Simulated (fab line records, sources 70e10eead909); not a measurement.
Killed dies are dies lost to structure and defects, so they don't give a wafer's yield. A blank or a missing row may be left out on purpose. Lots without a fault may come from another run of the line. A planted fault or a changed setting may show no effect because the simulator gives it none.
A struck lot beside a sound one | flow nand_harc | 15 steps out of a route of 1159
Sound: wafers L734.1, L734.4, L734.5. Struck: wafers L745.1, L745.3, L745.5. The cause comes at the end.
At each step with rows: each side's tool, then ch and its chambers, then its first start. Under that, the readings that differ: sound wafers | struck wafers | difference of the means | sigmas: that difference in standard deviations of wafers without a fault.
alike: readings whose means differ by less than 2 such deviations, and words and numbers that are the same on both sides. not compared: withheld readings, readings that some wafer has no value for, bounds like >300 that may hide the same value, and numbers for which the record gives no deviation and whose values overlap.
The two part at a step that has a row with sigmas, a row that says differs or no value, or rows on one side only. Numbers that don't overlap but have no deviation are shown without sigmas and don't part them. A reading that every wafer of one side lacks parts them only if that side has two wafers or more.

first, 7 steps without rows for these wafers: NHARC_A_SLIT_HMDS_02 (time 30 s); NHARC_A_SLIT_COAT_03 (resist thk 90 nm); NHARC_A_SLIT_SOFTBAKE_04 (time 55 s); NHARC_A_SLIT_EBR_05; NHARC_A_SLIT_EXPOSE_06 (exposes mask SLIT); NHARC_A_SLIT_PEB_07 (peb time 65 s); NHARC_A_SLIT_DEVELOP_08 (develop time 35 s).
NHARC_A_SLIT_CD_MEAS_09: target cd 300 nm.
  sound on cd_sem-01 ch 0, day 15 00:04; struck on cd_sem-01 ch 0, day 17 02:14
  alike: cd_nm
NHARC_A_SLIT_OVL_MEAS_10:
  sound on overlay-02, day 15 00:10; struck on overlay-01, day 17 02:20
  alike: overlay_x_nm, overlay_y_nm
NHARC_A_SLIT_INSPECT_11:
  sound on defect_inspect-02, day 15 00:11; struck on defect_inspect-02, day 17 02:22
  alike: raw_defect_count
NHARC_A_SLIT_DESCUM_14: chemistry O2, time 3 s.
  sound on rie_diel-10 ch 1,3, day 15 00:16; struck on rie_diel-10 ch 2,3, day 17 02:26
  alike: drypump_motor_current_A, oes_product_au, rf_vpp_V, showerhead_plenum_p_Torr, throttle_valve_pct
  not compared: rf_hours_counter_h
NHARC_A_SLIT_ETCH_24: etches the open film in CF4/CHF3, target depth 121 nm, time 60.5 s.
  sound on rie_diel-10 ch 1,2,3, day 15 00:21; struck on rie_diel-10 ch 1,2, day 17 03:01
  alike: bias_w, cf4_flow_sccm, drypump_motor_current_A, oes_product_au, rf_vpp_V, showerhead_plenum_p_Torr, throttle_valve_pct
  not compared: rf_hours_counter_h
NHARC_A_SLIT_ETCH_15: etches the open film in O2/COS, target depth 3200 nm, time 832 s.
  sound on rie_diel-10 ch 0,2, day 15 00:26; struck on rie_diel-10 ch 1,2,3, day 17 03:12
  no value came back on the struck wafers for any of 7 readings (bias_w (W), chamber_pressure_mTorr (mTorr) and others); on the sound wafers bias_w (W) reads 299.9 298.5 298.8
  not compared: rf_hours_counter_h
NHARC_A_SLIT_ETCH_17: etches the open film in C4F8/O2/Ar, time 1687.5 s, target depth 10100 nm.
  sound on har_etch-02 ch 0,1, day 15 01:02; struck on har_etch-02 ch 0,1, day 17 04:46
  alike: c4f8_flow_sccm, chamber_pressure_mTorr, drypump_motor_current_A, he_backside_leak_sccm, showerhead_plenum_p_Torr, throttle_valve_pct
  not compared: rf_hours_counter_h
-- the record jumps here: 9 days lie between the struck wafers' starts before and after (it left off in module A_SLIT and takes up again in module END, whose first step shown is number 1159 of the route) --
NHARC_END_SORT_01:
  sound on prober-01 ch 0, day 21 11:49; struck on prober-01 ch 0, day 25 17:35
  reading         | sound    | struck      | difference | sigmas
  killed_at_array | 40 36 35 | 675 676 674 | +638       | +58
  killed_dies     | 44 41 40 | 677 677 677 | +635       | +58
  alike: killed_at_other, killed_at_periphery, killed_open, killed_short

WHERE THEY PART
First at NHARC_A_SLIT_ETCH_15; last, within this record, at NHARC_END_SORT_01.

WHY: what the simulator had put in
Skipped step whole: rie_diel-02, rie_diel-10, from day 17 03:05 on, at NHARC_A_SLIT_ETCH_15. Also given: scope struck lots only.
